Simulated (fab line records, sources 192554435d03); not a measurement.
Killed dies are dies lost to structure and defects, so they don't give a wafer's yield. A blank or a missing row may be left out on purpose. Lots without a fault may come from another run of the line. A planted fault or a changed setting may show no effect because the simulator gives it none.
Split-lot experiment | flow n5_finfet | 7 lots, 21 wafers read, on a route of 1938 steps

THE SPLIT
At N5_PMOS_HMC_CHANNEL_EPI_PEB_07 (peb time 60 s), the setting peb_time_s was moved away from the recipe's 60 s on 7 of the 21 wafers read, by -14.6% to +20.3%. The other wafers ran this setting at the recipe's value.

FROM THE SPLIT TO THE READING: what the file shows between them, 1 step
- N5_PMOS_HMC_CHANNEL_EPI_DEVELOP_08: develop time 30 s (also split here: develop_time_s)

THE READING
cd_nm, in nm, at N5_PMOS_HMC_CHANNEL_EPI_CD_MEAS_09 (target cd 237.4 nm). Fault-free wafers of this fab line usually give 237.8 nm, standard deviation 0.94 nm.

wafer  | tool, chamber at the split | peb_time_s as run, s | against the recipe | cd_nm, nm | against lot-mates on the recipe
L075.2 | litho_track-01, 0          | 64.05                | +6.7%              | 240.5     | +2.5
L075.4 | litho_track-01, 0          | 60                   | recipe             | 238.0     | -
L075.6 | litho_track-01, 0          | 64.05                | +6.7%              | 242.7     | +4.7
L076.3 | litho_track-05, 0          | 60                   | recipe             | 239.1     | -
L076.4 | litho_track-05, 0          | 72.17                | +20.3%             | 245.2     | +6.5
L076.6 | litho_track-05, 0          | 60                   | recipe             | 238.3     | -
L078.2 | litho_track-05, 0          | 60                   | recipe             | 235.8     | -
L078.4 | litho_track-05, 0          | 60                   | recipe             | 237.4     | -
L078.6 | litho_track-05, 0          | 60                   | recipe             | 236.2     | -
L080.3 | litho_track-01, 0          | 60                   | recipe             | 237.6     | -
L080.4 | litho_track-01, 0          | 60                   | recipe             | 235.9     | -
L080.6 | litho_track-01, 0          | 60                   | recipe             | 236.9     | -
L088.2 | litho_track-05, 0          | 60                   | recipe             | 237.7     | -
L088.5 | litho_track-05, 0          | 60                   | recipe             | 239.3     | -
L088.6 | litho_track-05, 0          | 70.59                | +17.7%             | 244.6     | +6.1
L090.2 | litho_track-04, 0          | 60                   | recipe             | 239.3     | -
L090.3 | litho_track-04, 0          | 55.47                | -7.6%              | 234.9     | -4.4
L090.6 | litho_track-04, 0          | 60                   | recipe             | 239.3     | -
L091.2 | litho_track-01, 0          | 51.25                | -14.6%             | 230.8     | -8.7
L091.3 | litho_track-01, 0          | 60                   | recipe             | 239.5     | -
L091.5 | litho_track-01, 0          | 51.25                | -14.6%             | 230.5     | -9.0

THE FIT
A straight line over all 21 wafers: cd_nm changes by +0.426 nm for each +1% of peb_time_s; r = +0.94; the points scatter about the line by 1.3 nm.
The same after taking each lot's own level away (the mean of its wafers on the recipe; 21 wafers): +0.452 nm for each +1%; r = +0.95; scatter 1.2 nm.
On that fit, the largest move of peb_time_s shifts the reading by 9.2 nm.
The lots' own levels span 236.47 to 239.50 nm, that is 3.2 times the standard deviation above.
So the lot-to-lot level changes the slope little: the two slopes agree.
Check: with one of the wafers moved furthest among these (+20.3%) left out of the fit, the line predicts +9.92 nm for it against its lot-mates. It came out at +6.5 nm against them.

OTHER SPLITS ON THESE WAFERS
These wafers also went through other splits before the reading. Each is held against what the fit with the lots' levels taken away leaves over:
other split on the same wafers                    | wafers away from the commonest value | r with cd_nm (lot level and that fit taken away)
N5_ZERO_LAYER_COAT_05 spin_rpm                    | 12                                   | +0.24
N5_ZERO_LAYER_EXPOSE_08 dose_mj                   | 5                                    | +0.43
N5_PMOS_HMC_CHANNEL_EPI_DEVELOP_08 develop_time_s | 9                                    | +0.36

THE WHOLE CHAIN: every reading that the file lists as answering this split, in the file's order
step                               | what it does             | reading                                                                     | change (the file's fit)              | r (the file's)
N5_PMOS_HMC_CHANNEL_EPI_CD_MEAS_09 | target cd 237.4 nm       | cd_nm                                                                       | +0.41 nm for each +1% of the setting | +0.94
N5_PMOS_HMC_CHANNEL_EPI_DESCUM_14  | chemistry O2, time 7.9 s | PMOS_HMC_CHANNEL_EPI.cd_nm (the simulator's own value, which no gauge read) | +0.42 nm for each +1% of the setting | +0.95

THE FILE'S OWN FIT
cd_nm changes by +0.41 nm for each +1% of peb_time_s, r = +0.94.
